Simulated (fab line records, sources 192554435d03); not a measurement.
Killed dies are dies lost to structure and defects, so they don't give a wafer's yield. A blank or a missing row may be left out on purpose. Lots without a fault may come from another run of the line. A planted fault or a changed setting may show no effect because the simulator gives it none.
Chamber matching | flow n5_finfet | N5_HKMG_FIN_DESCUM_53 on rie_diel-02: 4 sister chambers
The step chemistry O2, time 7.9 s. 14 wafers are shown with their chamber, then 7 later ones without.

WAFERS WITH THEIR CHAMBER
wafer  | chamber | showerhead_plenum_p_Torr (Torr) | throttle_valve_pct (%) | drypump_motor_current_A (A)
L129.1 | 3       | 2.08                            | 20.84                  | 5.56
L129.2 | 1       | 2.17                            | 20.62                  | 5.85
L129.3 | 2       | 2.06                            | 20.19                  | 5.40
L132.2 | 0       | 2.09                            | 20.39                  | 5.61
L132.3 | 2       | 2.06                            | 20.21                  | 5.38
L132.6 | 2       | 2.06                            | 20.21                  | 5.37
L134.2 | 2       | 2.06                            | 20.23                  | 5.38
L134.3 | 3       | 2.08                            | 20.86                  | 5.57
L134.5 | 3       | 2.08                            | 20.86                  | 5.55
L139.3 | 0       | 2.09                            | 20.43                  | 5.57
L139.4 | 2       | 2.05                            | 20.23                  | 5.43
L139.5 | 3       | 2.08                            | 20.89                  | 5.57
L140.1 | 0       | 2.09                            | 20.40                  | 5.57
L140.4 | 3       | 2.08                            | 20.87                  | 5.56

SIGNATURES (means of the wafers above)
reading                  | chamber 0 | chamber 1 | chamber 2 | chamber 3 | scatter within a chamber
showerhead_plenum_p_Torr | 2.0900    | 2.1700    | 2.0580    | 2.0800    | 0.00283
throttle_valve_pct       | 20.4067   | 20.6200   | 20.2140   | 20.8640   | 0.0182
drypump_motor_current_A  | 5.5833    | 5.8500    | 5.3920    | 5.5620    | 0.019
Rule: a wafer's distance from a chamber is the root of the sum, over the readings, of the square of ((its reading less the chamber's mean) divided by the reading's scatter). The wafer belongs to the nearest chamber; if the next one is less than 2 further off, it can't be placed. The scatter: the root of (the sum of the squares of (reading less its chamber's mean) over the shown wafers, divided by (wafers less chambers)).

WAFERS WITHOUT THEIR CHAMBER
wafer  | showerhead_plenum_p_Torr (Torr) | throttle_valve_pct (%) | drypump_motor_current_A (A)
L140.5 | 2.16                            | 20.64                  | 5.88
L143.2 | 2.16                            | 20.66                  | 5.85
L143.3 | 2.08                            | 20.41                  | 5.63
L143.6 | 2.07                            | 20.90                  | 5.57
L148.2 | 2.16                            | 20.68                  | 5.87
L148.5 | 2.05                            | 20.28                  | 5.43
L148.6 | 2.16                            | 20.68                  | 5.86

WHICH CHAMBER EACH WENT THROUGH
wafer  | from the rows above | in truth
L140.5 | 1                   | 1
L143.2 | 1                   | 1
L143.3 | 0                   | 0
L143.6 | 3                   | 3
L148.2 | 1                   | 1
L148.5 | 2                   | 2
L148.6 | 1                   | 1
Placed correctly: 7 of 7. Can't be placed from these rows: 0. Placed wrongly: 0.
